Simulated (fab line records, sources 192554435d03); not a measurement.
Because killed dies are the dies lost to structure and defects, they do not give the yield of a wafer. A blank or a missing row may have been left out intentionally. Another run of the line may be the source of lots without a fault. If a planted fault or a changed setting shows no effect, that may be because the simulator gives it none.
What tool caused it? || flow n5-finfet || at 1 step of a route of 1938, 24 lots with 72 wafers sampled

== WHAT EACH GAUGE READ, for each wafer ==
N5_BEOL_M11_CD_MEAS_35 targets a cd of 70 nm. Usual: cd-nm at 69.9 nm, with a standard deviation of 0.5.
{"lot": "L074", "measured": "day 10 01:46", "on": "cd-sem-03", "cd-nm (nm)": "69.5 69.0 69.6", "flag": ""}
{"lot": "L076", "measured": "day 10 13:30", "on": "cd-sem-01", "cd-nm (nm)": "70.3 70.0 70.6", "flag": ""}
{"lot": "L075", "measured": "day 11 07:52", "on": "cd-sem-03", "cd-nm (nm)": "69.9 70.9 70.1", "flag": ""}
{"lot": "L077", "measured": "day 11 16:16", "on": "cd-sem-01", "cd-nm (nm)": "70.3 69.6 70.0", "flag": ""}
{"lot": "L078", "measured": "day 12 00:42", "on": "cd-sem-01", "cd-nm (nm)": "70.0 70.0 70.3", "flag": ""}
{"lot": "L079", "measured": "day 12 09:20", "on": "cd-sem-01", "cd-nm (nm)": "70.1 70.5 69.3", "flag": ""}
{"lot": "L080", "measured": "day 12 16:10", "on": "cd-sem-03", "cd-nm (nm)": "69.1 69.2 69.6", "flag": ""}
{"lot": "L083", "measured": "day 13 00:14", "on": "cd-sem-03", "cd-nm (nm)": "70.7 69.6 70.5", "flag": ""}
{"lot": "L081", "measured": "day 13 09:20", "on": "cd-sem-03", "cd-nm (nm)": "70.0 69.8 69.5", "flag": ""}
{"lot": "L082", "measured": "day 13 09:42", "on": "cd-sem-02", "cd-nm (nm)": "69.4 70.3 70.0", "flag": ""}
{"lot": "L084", "measured": "day 13 18:03", "on": "cd-sem-02", "cd-nm (nm)": "70.0 70.2 70.1", "flag": ""}
{"lot": "L085", "measured": "day 14 04:31", "on": "cd-sem-01", "cd-nm (nm)": "70.2 70.3 70.6", "flag": ""}
{"lot": "L086", "measured": "day 14 09:52", "on": "cd-sem-03", "cd-nm (nm)": "70.5 70.0 69.8", "flag": ""}
{"lot": "L089", "measured": "day 14 10:22", "on": "cd-sem-02", "cd-nm (nm)": "70.2 70.1 70.5", "flag": ""}
{"lot": "L087", "measured": "day 14 13:21", "on": "cd-sem-02", "cd-nm (nm)": "70.5 70.3 70.1", "flag": ""}
{"lot": "L088", "measured": "day 14 16:25", "on": "cd-sem-01", "cd-nm (nm)": "69.8 69.7 70.0", "flag": ""}
{"lot": "L090", "measured": "day 15 00:16", "on": "cd-sem-03", "cd-nm (nm)": "69.8 70.5 69.2", "flag": ""}
{"lot": "L092", "measured": "day 15 05:08", "on": "cd-sem-03", "cd-nm (nm)": "70.1 70.3 70.3", "flag": ""}
{"lot": "L093", "measured": "day 15 05:26", "on": "cd-sem-01", "cd-nm (nm)": "69.8 69.7 70.0", "flag": ""}
{"lot": "L091", "measured": "day 15 14:35", "on": "cd-sem-01", "cd-nm (nm)": "70.2 70.5 69.6", "flag": ""}
{"lot": "L094", "measured": "day 16 09:44", "on": "cd-sem-02", "cd-nm (nm)": "70.7 70.4 69.5", "flag": ""}
{"lot": "L095", "measured": "day 16 10:43", "on": "cd-sem-01", "cd-nm (nm)": "69.7 69.2 69.1", "flag": ""}
{"lot": "L097", "measured": "day 17 00:38", "on": "cd-sem-02", "cd-nm (nm)": "70.2 70.0 69.2", "flag": ""}
{"lot": "L096", "measured": "day 17 11:49", "on": "cd-sem-01", "cd-nm (nm)": "70.0 69.2 69.5", "flag": ""}

== TOOL THAT RAN EACH LOT (tool first, then ch and the chambers of the sampled wafers, then the start) ==
The record shows no process step preceding these readings.

== WHAT THE TOOLS THEMSELVES READ (means of the sampled wafers that have a number; where no wafer has one, the mark that the record gives instead) ==
The record holds no such reading with a usual standard deviation.

== THE ANSWER, worked out from the rows above alone ==
Rule: a lot is off if the mean of its wafers that have a number lies more than 3 standard deviations from the usual mean. Also off: a lot with no number at a reading for which 4 or more lots have one. Any other lot the step has rows for is counted as sound. After the gauges, taken in route order, come the tools' own readings; for these a lot's mean is taken, as printed above. The first step at which some lot is off is used, and at that step the reading that is off furthest; a lot without a number counts as furthest.
No lot is off at any reading shown: from this, nothing can be told.

== WHAT THE SIMULATOR PUT IN ==
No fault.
